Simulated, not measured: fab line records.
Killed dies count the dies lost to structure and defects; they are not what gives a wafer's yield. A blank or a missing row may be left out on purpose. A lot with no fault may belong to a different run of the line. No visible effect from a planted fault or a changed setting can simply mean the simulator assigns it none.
The same fault as seen by 2 desks / flow n5_finfet / every desk sees just its own numbers, and what lay behind them comes last

== TOOL OWNER'S DESK, litho_track-01 ==
The tool's own readings at N5_BEOL_M12_PEB_08 (peb time 90 s): means of the sampled wafers that have a number, for each lot that ran on this tool. Marked OUT: a lot whose mean sits more than 4 standard deviations from the usual mean, which makes it out of limits; the brackets give that distance.
Columns: A = heater_power_total_W at N5_BEOL_M12_PEB_08, usual 172.5 W; B = plate_temp_C at N5_BEOL_M12_PEB_08, usual 130.02 C
lot=L578; first seen here=day 12 04:01; A=172.4; B=129.78
lot=L580; first seen here=day 12 07:04; A=171.8; B=130.14
lot=L584; first seen here=day 13 10:40; A=172.1; B=130.03
lot=L582; first seen here=day 13 10:50; A=172.6; B=130.02
lot=L588; first seen here=day 15 02:47; A=168.5 (-5.2) OUT; B=128.06 (-14) OUT
lot=L589; first seen here=day 15 05:02; A=169.0 (-4.6) OUT; B=127.86 (-15) OUT
This desk's finding: out of limits on L588, L589; first on L588, day 15 02:47 (heater_power_total_W at N5_BEOL_M12_PEB_08). Within limits: L578, L580, L584, L582.

== METROLOGY DESK ==
What the gauges read for every lot (on any tool): the sampled wafers with a number, averaged. Marked OUT: a lot whose mean sits more than 4 standard deviations from the usual mean, which makes it out of limits; the brackets give that distance.
Columns: A = cd_nm at N5_BEOL_M12_CD_MEAS_10, usual 140.3 nm; B = V11_OVL at N5_BEOL_M12_OVL_MEAS_11, usual -5 nm
lot=L573; first seen here=day 11 02:54; A=142.2; B=-8
lot=L575; first seen here=day 11 03:20; A=142.3; B=-6
lot=L579; first seen here=day 12 00:17; A=140.1; B=-4
lot=L578; first seen here=day 12 04:08; A=140.6; B=-12
lot=L580; first seen here=day 12 07:11; A=141.7; B=3
lot=L584; first seen here=day 13 10:47; A=141.2; B=-8
lot=L582; first seen here=day 13 10:57; A=142.6; B=-2
lot=L586; first seen here=day 13 17:34; A=141.2; B=-3
lot=L588; first seen here=day 15 02:54; A=131.5 (-4.6) OUT; B=-4
lot=L589; first seen here=day 15 05:09; A=134.9; B=-3
lot=L593; first seen here=day 16 07:03; A=140.6; B=-3
lot=L596; first seen here=day 16 13:34; A=139.8; B=-10
This desk's finding: out of limits on L588; first on L588, day 15 02:54 (cd_nm at N5_BEOL_M12_CD_MEAS_10). Within limits: L573, L575, L579, L578, L580, L584, L582, L586, L589, L593, L596.

== ALL TOGETHER ==
An alarm could have come from the tool owner's desk at day 15 02:47, on L588, L589.
The metrology desk could have raised an alarm at day 15 02:54, on L588.
The metrology desk has L589 on record, within its limits.
Of the lots named, all ran N5_BEOL_M12_PEB_08 on litho_track-01.

== WHAT WAS PUT IN BY THE SIMULATOR ==
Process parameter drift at N5_BEOL_M12_PEB_08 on litho_track-01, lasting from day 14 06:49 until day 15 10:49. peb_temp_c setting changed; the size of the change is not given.
Lots struck among those shown: L588, L589.
Delay (hours) between the fault's onset and each desk's first out-of-limits reading: 20 at the tool owner's desk, 20 at the metrology desk.
